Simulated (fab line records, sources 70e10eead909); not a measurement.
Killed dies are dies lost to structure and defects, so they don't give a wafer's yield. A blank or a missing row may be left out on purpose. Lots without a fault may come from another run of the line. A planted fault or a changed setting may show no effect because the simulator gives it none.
Which tool did it? | flow nand_harc | 12 lots, 36 wafers sampled, at 6 steps of a route of 1302

WHAT THE GAUGES READ, wafer by wafer
NHARC_P_GATE_CD_MEAS_26: target cd 120 nm. Usual: cd_nm 120.1 nm, standard deviation 0.57.
lot  | measured     | on        | cd_nm (nm)        | flag
L919 | day 5 12:14  | cd_sem-03 | 119.4 119.9 120.5 |
L922 | day 6 21:52  | cd_sem-03 | 119.3 119.3 118.5 |
L923 | day 6 21:42  | cd_sem-02 | 120.3 120.8 119.9 |
L926 | day 8 12:52  | cd_sem-02 | 119.8 120.3 120.6 |
L927 | day 8 16:36  | cd_sem-03 | 118.6 120.2 120.3 |
L929 | day 9 20:35  | cd_sem-02 | 119.6 120.7 120.3 |
L930 | day 10 08:19 | cd_sem-02 | 120.4 119.9 119.5 |
L931 | day 10 12:46 | cd_sem-03 | 119.5 119.5 119.1 |
L938 | day 13 07:13 | cd_sem-01 | 118.8 119.9 119.6 |
L939 | day 13 22:32 | cd_sem-02 | 121.0 120.0 120.7 |
L940 | day 14 03:31 | cd_sem-01 | 120.1 120.2 119.4 |
L941 | day 14 21:44 | cd_sem-03 | 119.7 119.7 120.3 |

NHARC_P_GATE_INSPECT_28. Usual: raw_defect_count 6, standard deviation 3.
lot  | measured     | on                | raw_defect_count | flag
L919 | day 5 12:22  | defect_inspect-01 | 2 3 2            |
L922 | day 6 21:59  | defect_inspect-02 | 6 4 3            |
L923 | day 6 21:49  | defect_inspect-01 | 5 1 4            |
L926 | day 8 13:00  | defect_inspect-02 | 13 8 11          |
L927 | day 8 16:44  | defect_inspect-02 | 4 5 4            |
L929 | day 9 20:43  | defect_inspect-01 | 27 14 15         | OFF
L930 | day 10 08:27 | defect_inspect-01 | 14 14 21         | OFF
L931 | day 10 12:53 | defect_inspect-02 | 21 29 18         | OFF
L938 | day 13 07:20 | defect_inspect-01 | 4 5 2            |
L939 | day 13 22:41 | defect_inspect-01 | 6 7 11           |
L940 | day 14 03:38 | defect_inspect-02 | 2 10 7           |
L941 | day 14 21:51 | defect_inspect-01 | 2 6 3            |

NHARC_END_SORT_01. Usual: killed_at_array 61, standard deviation 20; killed_at_other 0.9, standard deviation 1.1; killed_at_periphery 3.7, standard deviation 2.5; killed_dies 65, standard deviation 21; killed_open 3.3, standard deviation 1.8; killed_short 2.3, standard deviation 1.5.
lot  | measured     | on        | killed_at_array | killed_at_other | killed_at_periphery | killed_dies | killed_open | killed_short | flag
L919 | day 25 06:07 | prober-01 | 46 59 47        | 0 0 0           | 4 0 2               | 50 59 49    | 3 4 3       | 4 2 3        |
L922 | day 26 00:02 | prober-01 | 38 49 32        | 1 0 0           | 5 2 3               | 44 51 35    | 2 3 1       | 2 3 2        |
L923 | day 25 22:13 | prober-02 | 90 86 91        | 0 2 2           | 4 0 2               | 94 88 95    | 3 2 2       | 2 2 0        |
L926 | day 27 16:37 | prober-01 | 97 73 84        | 1 2 2           | 9 4 4               | 107 79 90   | 7 1 0       | 2 1 1        |
L927 | day 27 20:07 | prober-02 | 73 78 99        | 0 0 0           | 1 2 5               | 74 80 104   | 1 3 7       | 1 3 4        |
L929 | day 29 03:21 | prober-02 | 42 37 41        | 1 0 0           | 24 14 17            | 67 51 58    | 2 3 4       | 0 1 1        | OFF
L930 | day 29 18:00 | prober-01 | 21 30 21        | 1 1 2           | 17 7 20             | 39 38 43    | 4 3 2       | 3 2 0        | OFF
L931 | day 30 02:36 | prober-02 | 84 93 77        | 2 5 3           | 20 24 13            | 106 122 93  | 6 4 4       | 2 3 2        | OFF
L938 | day 32 17:29 | prober-01 | 41 53 52        | 0 0 1           | 0 1 3               | 41 54 56    | 1 1 6       | 0 3 2        |
L939 | day 33 03:21 | prober-02 | 53 41 44        | 5 1 3           | 4 2 8               | 62 44 55    | 6 3 4       | 3 0 2        |
L940 | day 33 21:01 | prober-01 | 74 74 88        | 0 0 0           | 2 5 5               | 76 79 93    | 6 1 6       | 1 0 1        |
L941 | day 34 19:59 | prober-02 | 73 59 59        | 1 0 2           | 3 3 0               | 77 62 61    | 7 5 2       | 2 2 5        |

WHICH TOOL RAN EACH LOT (tool, then ch and the chambers of the sampled wafers, then the start)
lot  | NHARC_P_GATE_OXIDE_02         | NHARC_P_GATE_ETCH_104              | NHARC_P_GATE_HM_OPEN_105
L919 | furnace-06 ch 0, day 4 14:11  | rie_diel-04 ch 2,3, day 5 12:31    | rie_diel-04 ch 0,3, day 25 06:07 or earlier
L922 | furnace-03 ch 0, day 5 23:44  | rie_diel-08 ch 0,1,3, day 6 22:08  | rie_diel-08 ch 0,1,2, day 26 00:02 or earlier
L923 | furnace-03 ch 0, day 5 23:44  | rie_diel-04 ch 0,1,3, day 6 21:59  | rie_diel-04 ch 0,1,3, day 25 22:13 or earlier
L926 | furnace-03 ch 0, day 7 16:21  | rie_diel-01 ch 0,2,3, day 8 13:22  | rie_diel-01 ch 0,1,3, day 27 16:37 or earlier
L927 | furnace-06 ch 0, day 7 21:45  | rie_diel-01 ch 0,3, day 8 16:53    | rie_diel-01 ch 1,2, day 27 20:07 or earlier
L929 | furnace-03 ch 0, day 9 01:16  | rie_diel-04 ch 0,2,3, day 9 20:53  | rie_diel-04 ch 0,2,3, day 29 03:21 or earlier
L930 | furnace-03 ch 0, day 9 07:02  | rie_diel-01 ch 0,1,3, day 10 08:36 | rie_diel-01 ch 0,3, day 29 18:00 or earlier
L931 | furnace-03 ch 0, day 9 17:35  | rie_diel-01 ch 2,3, day 10 13:02   | rie_diel-01 ch 1,2,3, day 30 02:36 or earlier
L938 | furnace-01 ch 0, day 12 11:49 | rie_diel-08 ch 1,2, day 13 07:29   | rie_diel-08 ch 0,1,2, day 32 17:29 or earlier
L939 | furnace-03 ch 0, day 12 23:11 | rie_diel-04 ch 0,1,2, day 13 22:50 | rie_diel-04 ch 0,2, day 33 03:21 or earlier
L940 | furnace-03 ch 0, day 13 05:01 | rie_diel-01 ch 1,2,3, day 14 03:47 | rie_diel-01 ch 2,3, day 33 21:01 or earlier
L941 | furnace-06 ch 0, day 13 22:29 | rie_diel-01 ch 0,1, day 14 22:00   | rie_diel-01 ch 2,3, day 34 19:59 or earlier
- NHARC_P_GATE_OXIDE_02: material SiO2, target thk 37.5 nm, ox time 365 s.
- NHARC_P_GATE_ETCH_104: etches the open film in CF4/CHF3, target depth 60 nm.
- NHARC_P_GATE_HM_OPEN_105: chemistry O2/COS, target depth 360 nm.

WHAT THE TOOLS THEMSELVES READ (means of the sampled wafers that have a number; where no wafer has one, the mark that the record gives instead)
NHARC_P_GATE_OXIDE_02. Usual: zone_power_lower_pct 21.1 %, standard deviation 2.3.
lot  | tool       | zone_power_lower_pct (%) | flag
L919 | furnace-06 | 18.3                     |
L922 | furnace-03 | 20.1                     |
L923 | furnace-03 | 20.3                     |
L926 | furnace-03 | 20.2                     |
L927 | furnace-06 | 18.2                     |
L929 | furnace-03 | 20.0                     |
L930 | furnace-03 | 20.0                     |
L931 | furnace-03 | 20.3                     |
L938 | furnace-01 | 24.0                     |
L939 | furnace-03 | 20.1                     |
L940 | furnace-03 | 20.0                     |
L941 | furnace-06 | 18.2                     |

NHARC_P_GATE_ETCH_104. Usual: bias_w 200.0 W, standard deviation 0.61; drypump_motor_current_A 6.1 A, standard deviation 0.56; oes_product_au 0.948 a.u., standard deviation 0.023; rf_vpp_V 370.8 V, standard deviation 2; showerhead_plenum_p_Torr 1.58 Torr, standard deviation 0.057; throttle_valve_pct 16.803 %, standard deviation 0.0099.
lot  | tool        | bias_w (W) | drypump_motor_current_A (A) | oes_product_au (a.u.) | rf_vpp_V (V) | showerhead_plenum_p_Torr (Torr) | throttle_valve_pct (%) | flag
L919 | rie_diel-04 | 199.9      | 5.8                         | 0.911                 | 370.5        | 1.56                            | 16.804                 |
L922 | rie_diel-08 | 200.1      | 6.1                         | 0.969                 | 370.0        | 1.55                            | 16.804                 |
L923 | rie_diel-04 | 199.8      | 6.2                         | 0.923                 | 370.5        | 1.59                            | 16.805                 |
L926 | rie_diel-01 | 200.4      | 6.1                         | 0.919                 | 370.1        | 1.57                            | 16.801                 |
L927 | rie_diel-01 | 199.9      | 5.8                         | 0.931                 | 368.5        | 1.54                            | 16.804                 |
L929 | rie_diel-04 | 199.7      | 6.2                         | 0.926                 | 370.6        | 1.58                            | 16.801                 |
L930 | rie_diel-01 | 200.0      | 5.6                         | 0.967                 | 372.2        | 1.60                            | 16.809                 |
L931 | rie_diel-01 | 199.4      | 6.4                         | 0.978                 | 371.7        | 1.59                            | 16.798                 |
L938 | rie_diel-08 | 199.7      | 5.6                         | 0.924                 | 371.6        | 1.64                            | 16.801                 |
L939 | rie_diel-04 | 200.2      | 6.7                         | 0.955                 | 371.3        | 1.58                            | 16.815                 |
L940 | rie_diel-01 | 200.2      | 5.9                         | 0.963                 | 371.6        | 1.62                            | 16.804                 |
L941 | rie_diel-01 | 200.2      | 5.7                         | 0.951                 | 369.7        | 1.55                            | 16.795                 |

NHARC_P_GATE_HM_OPEN_105. Usual: bias_w 300.0 W, standard deviation 0.81; drypump_motor_current_A 6.1 A, standard deviation 0.57; oes_product_au 0.997 a.u., standard deviation 0.011; rf_vpp_V 467.5 V, standard deviation 2.5; showerhead_plenum_p_Torr 3.14 Torr, standard deviation 0.11; throttle_valve_pct 28.331 %, standard deviation 0.0096.
lot  | tool        | bias_w (W) | drypump_motor_current_A (A) | oes_product_au (a.u.) | rf_vpp_V (V) | showerhead_plenum_p_Torr (Torr) | throttle_valve_pct (%) | flag
L919 | rie_diel-04 | 300.0      | 6.2                         | 1.002                 | 469.3        | 3.21                            | 28.329                 |
L922 | rie_diel-08 | 299.6      | 5.8                         | 0.996                 | 468.5        | 3.17                            | 28.331                 |
L923 | rie_diel-04 | 299.5      | 6.2                         | 0.993                 | 468.3        | 3.16                            | 28.335                 |
L926 | rie_diel-01 | 299.6      | 5.6                         | 0.998                 | 467.9        | 3.17                            | 28.330                 |
L927 | rie_diel-01 | 299.7      | 6.3                         | 0.991                 | 468.6        | 3.18                            | 28.331                 |
L929 | rie_diel-04 | 299.7      | 6.2                         | 0.993                 | 468.1        | 3.13                            | 28.324                 |
L930 | rie_diel-01 | 300.2      | 5.7                         | 0.998                 | 468.2        | 3.14                            | 28.323                 |
L931 | rie_diel-01 | 300.0      | 5.9                         | 0.999                 | 468.8        | 3.22                            | 28.340                 |
L938 | rie_diel-08 | 299.6      | 5.8                         | 1.002                 | 468.2        | 3.16                            | 28.333                 |
L939 | rie_diel-04 | 300.0      | 6.6                         | 1.003                 | 468.7        | 3.19                            | 28.336                 |
L940 | rie_diel-01 | 300.1      | 6.0                         | 0.996                 | 468.0        | 3.19                            | 28.344                 |
L941 | rie_diel-01 | 300.8      | 6.4                         | 0.992                 | 467.0        | 3.15                            | 28.326                 |

THE ANSWER, worked out from the rows above alone
Rule: a lot is off if the mean of its wafers that have a number lies more than 3 standard deviations from the usual mean. A lot without any number at a reading at which 4 lots or more have one is off too. The other lots that the step has rows for count as sound. The gauges are gone through in route order, then the tools' own readings, and for those a lot's mean is taken as printed above. The first step at which some lot is off is used, and at that step the reading that is off furthest; a lot without a number counts as furthest.
Off: L929, L930, L931, at NHARC_P_GATE_INSPECT_28 (raw_defect_count).
A tool fits if, at a process step before that reading, it ran every lot that is off, and no sound lot after the first of them. The gauges at NHARC_P_GATE_INSPECT_28 aren't tried: what is off there is off at NHARC_END_SORT_01 too, on other tools, and a gauge's error can't cause that. None of those tried fits.

WHAT THE SIMULATOR HAD PUT IN
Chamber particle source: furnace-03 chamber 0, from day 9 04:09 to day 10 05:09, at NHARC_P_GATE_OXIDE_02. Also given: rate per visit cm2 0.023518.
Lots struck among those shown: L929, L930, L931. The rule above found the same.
